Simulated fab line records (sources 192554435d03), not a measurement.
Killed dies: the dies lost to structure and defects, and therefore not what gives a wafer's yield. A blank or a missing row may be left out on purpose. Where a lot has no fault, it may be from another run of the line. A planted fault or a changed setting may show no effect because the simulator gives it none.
Split-lot trial	flow n5-finfet	39 wafers read from 7 lots, route of 1938 steps

## THE SPLIT ITSELF
At N5_DUMMY_GATE_ETCH_31 (etches SiO2 in C4F6/O2, target depth 82.5 nm, time 27.5 s), the setting target-depth-a was moved away from the recipe's 825 angstrom on 12 of the 39 wafers read, by -11.9% to +8.6%. This setting was run at the recipe's value on the other wafers.

The reading comes from the split's own step.

## THE READING
SOC_of_DUMMY_GATE_COAT_34.thk-nm (the simulator's own value, which no gauge read), in nm, at N5_DUMMY_GATE_ETCH_31 (etches SiO2 in C4F6/O2, target depth 82.5 nm, time 27.5 s). No usual value for it is given in the file. The 27 wafers here that ran the recipe average 51.8 nm, standard deviation 0.17 nm.

wafer	tool, chamber at the split	target-depth-a as run, angstrom	against the recipe	SOC_of_DUMMY_GATE_COAT_34.thk-nm, nm	against lot-mates on the recipe
L074.1	rie-diel-05, 1	895.9	+8.6%	51.2	-0.5
L074.2	rie-diel-05, 2	825	recipe	51.8	-
L074.3	rie-diel-05, 3	825	recipe	51.8	-
L074.4	rie-diel-05, 2	895.9	+8.6%	51.2	-0.5
L074.5	rie-diel-05, 3	895.9	+8.6%	51	-0.7
L074.6	rie-diel-05, 1	825	recipe	51.6	-
L079.1	rie-diel-05, 0	825	recipe	51.8	-
L079.2	rie-diel-05, 1	825	recipe	51.6	-
L079.3	rie-diel-05, 3	825	recipe	51.6	-
L079.4	rie-diel-05, 2	825	recipe	51.8	-
L079.5	rie-diel-05, 3	825	recipe	51.6	-
L079.6	rie-diel-05, 0	825	recipe	52	-
L081.1	rie-diel-06, 0	825	recipe	51.8	-
L081.2	rie-diel-06, 2	825	recipe	52	-
L081.3	rie-diel-06, 1	727	-11.9%	52.8	+0.9
L081.4	rie-diel-06, 3	825	recipe	51.8	-
L081.5	rie-diel-06, 3	727	-11.9%	52.6	+0.7
L081.6	rie-diel-06, 2	727	-11.9%	52.8	+0.9
L082.1	rie-diel-03, 1	825	recipe	52	-
L082.2	rie-diel-03, 3	773.7	-6.2%	52.2	+0.1
L082.3	rie-diel-03, 2	825	recipe	52.2	-
L082.4	rie-diel-03, 0	773.7	-6.2%	52.4	+0.3
L082.5	rie-diel-03, 2	825	recipe	52	-
L082.6	rie-diel-03, 3	773.7	-6.2%	52.4	+0.3
L087.1	rie-diel-05, 0	825	recipe	52	-
L087.2	rie-diel-05, 2	895.8	+8.6%	51.2	-0.7
L087.3	rie-diel-05, 1	895.8	+8.6%	51.2	-0.7
L087.4	rie-diel-05, 3	825	recipe	51.8	-
L087.5	rie-diel-05, 0	895.8	+8.6%	51.2	-0.7
L087.6	rie-diel-05, 3	825	recipe	51.8	-
L092.1	rie-diel-06, 2	825	recipe	52	-
L092.4	rie-diel-06, 3	825	recipe	51.6	-
L092.6	rie-diel-06, 2	825	recipe	52	-
L097.1	rie-diel-05, 1	825	recipe	51.6	-
L097.2	rie-diel-05, 0	825	recipe	51.8	-
L097.3	rie-diel-05, 2	825	recipe	51.8	-
L097.4	rie-diel-05, 3	825	recipe	51.6	-
L097.5	rie-diel-05, 1	825	recipe	51.6	-
L097.6	rie-diel-05, 0	825	recipe	51.8	-

THE FIT
A straight line over all 39 wafers: SOC_of_DUMMY_GATE_COAT_34.thk-nm changes by -0.0772 nm for each +1% of target-depth-a; r = -0.93; the points scatter about the line by 0.15 nm.
The same after taking each lot's own level away (the mean of its wafers on the recipe; 39 wafers): -0.0698 nm for each +1%; r = -0.94; scatter 0.13 nm.
According to that fit, moving target-depth-a by its largest amount changes the reading by 0.83 nm.
The lots' own levels span 51.70 to 52.07 nm, that is 2.2 times the standard deviation above.
Hence the slope depends on the lot-to-lot level, as the two fits are not the same.
Check: with one of the wafers moved furthest among these (-11.9%) left out of the fit, the line predicts +0.79 nm for it against its lot-mates. It came out at +0.933 nm against them.

## OTHER SPLITS ON THESE WAFERS
Before the reading, these wafers also passed through other splits. Each is held against what the fit with the lots' levels taken away leaves over:
other split on the same wafers	wafers away from the commonest value	r with SOC_of_DUMMY_GATE_COAT_34.thk-nm (lot level and that fit taken away)
N5_FIN_SAQP_SPACER2_ALD_28 target-thk-a	12	-0.16

## THE WHOLE CHAIN: every reading that the file lists as answering this split, in the file's order
step	what it does	reading	change (the file's fit)	r (the file's)
N5_DUMMY_GATE_ETCH_31	etches SiO2 in C4F6/O2, target depth 82.5 nm, time 27.5 s	etch.depth-nm (the simulator's own value, which no gauge read)	+0.757 nm for each +1% of the setting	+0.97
N5_DUMMY_GATE_ETCH_31	etches SiO2 in C4F6/O2, target depth 82.5 nm, time 27.5 s	SOC_of_DUMMY_GATE_COAT_34.thk-nm (the simulator's own value, which no gauge read)	-0.0698 nm for each +1% of the setting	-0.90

## FILE'S OWN FIT
SOC_of_DUMMY_GATE_COAT_34.thk-nm changes by -0.0698 nm for each +1% of target-depth-a, r = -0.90.
